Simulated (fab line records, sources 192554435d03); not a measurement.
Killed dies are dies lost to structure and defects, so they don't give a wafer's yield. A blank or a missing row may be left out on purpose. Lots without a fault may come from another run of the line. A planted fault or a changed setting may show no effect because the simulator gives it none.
Which tool did it? | flow n5_finfet | 24 lots, 72 wafers sampled, at 1 step of a route of 1938

WHAT THE GAUGES READ, wafer by wafer
N5_BEOL_M2_CD_MEAS_18: pitch 36 nm, target cd 18 nm.
lot  | measured     | on        | cd_nm (nm)
L074 | day 6 13:47  | cd_sem-02 | 17.8 17.8 17.9
L075 | day 7 03:05  | cd_sem-03 | 17.5 17.7 18.3
L076 | day 7 03:17  | cd_sem-03 | 17.9 18.4 17.6
L077 | day 7 04:20  | cd_sem-01 | 18.2 18.2 17.2
L078 | day 7 16:29  | cd_sem-03 | 18.0 17.8 17.6
L079 | day 8 03:53  | cd_sem-03 | 18.1 18.0 17.7
L080 | day 8 05:39  | cd_sem-03 | 18.5 17.7 17.9
L081 | day 8 05:46  | cd_sem-01 | 17.8 18.1 18.1
L082 | day 8 19:04  | cd_sem-01 | 18.4 17.9 17.7
L083 | day 8 22:17  | cd_sem-03 | 18.2 18.0 17.5
L084 | day 9 17:35  | cd_sem-02 | 18.1 18.2 18.4
L085 | day 9 20:52  | cd_sem-03 | 18.5 17.8 17.6
L087 | day 10 01:52 | cd_sem-03 | 17.3 18.0 18.8
L086 | day 10 05:09 | cd_sem-01 | 17.8 18.6 18.1
L088 | day 10 05:36 | cd_sem-03 | 17.4 18.3 17.2
L089 | day 10 11:08 | cd_sem-03 | 17.9 17.7 17.6
L090 | day 10 12:08 | cd_sem-01 | 18.0 17.8 18.0
L091 | day 11 04:56 | cd_sem-01 | 17.9 18.3 17.9
L092 | day 11 05:29 | cd_sem-01 | 17.8 18.2 17.5
L093 | day 11 11:58 | cd_sem-01 | 18.2 18.1 18.5
L095 | day 11 19:52 | cd_sem-03 | 18.3 18.1 17.5
L094 | day 11 19:55 | cd_sem-02 | 17.9 17.7 18.0
L096 | day 12 11:54 | cd_sem-01 | 18.0 18.2 17.3
L097 | day 12 20:31 | cd_sem-02 | 17.7 18.4 18.3

WHICH TOOL RAN EACH LOT (tool, then ch and the chambers of the sampled wafers, then the start)
The record holds no process step before these readings.

WHAT THE TOOLS THEMSELVES READ (means of the sampled wafers that have a number; where no wafer has one, the mark that the record gives instead)
The record holds no such reading with a usual standard deviation.

THE ANSWER, worked out from the rows above alone
Rule: what is usual is taken from the lots themselves. Put in order of their means at a reading, lots are off if they are a third of the lots or fewer, leave a main group of 4 or more, and stand apart from it by a gap of 3 or more times the standard deviation of the main group's means; of several such gaps the widest counts. A main group whose means are all the same, to the digits that the tables above print for the reading, isn't used. A lot without any number at a reading at which 4 lots or more have one is off too. The other lots that the step has rows for count as sound. The gauges are gone through in route order, then the tools' own readings, and for those a lot's mean is taken as printed above. The first step at which some lot is off is used, and at that step the reading that is off furthest; a lot without a number counts as furthest.
No lot is off at any reading shown: from this, nothing can be told.

WHAT THE SIMULATOR HAD PUT IN
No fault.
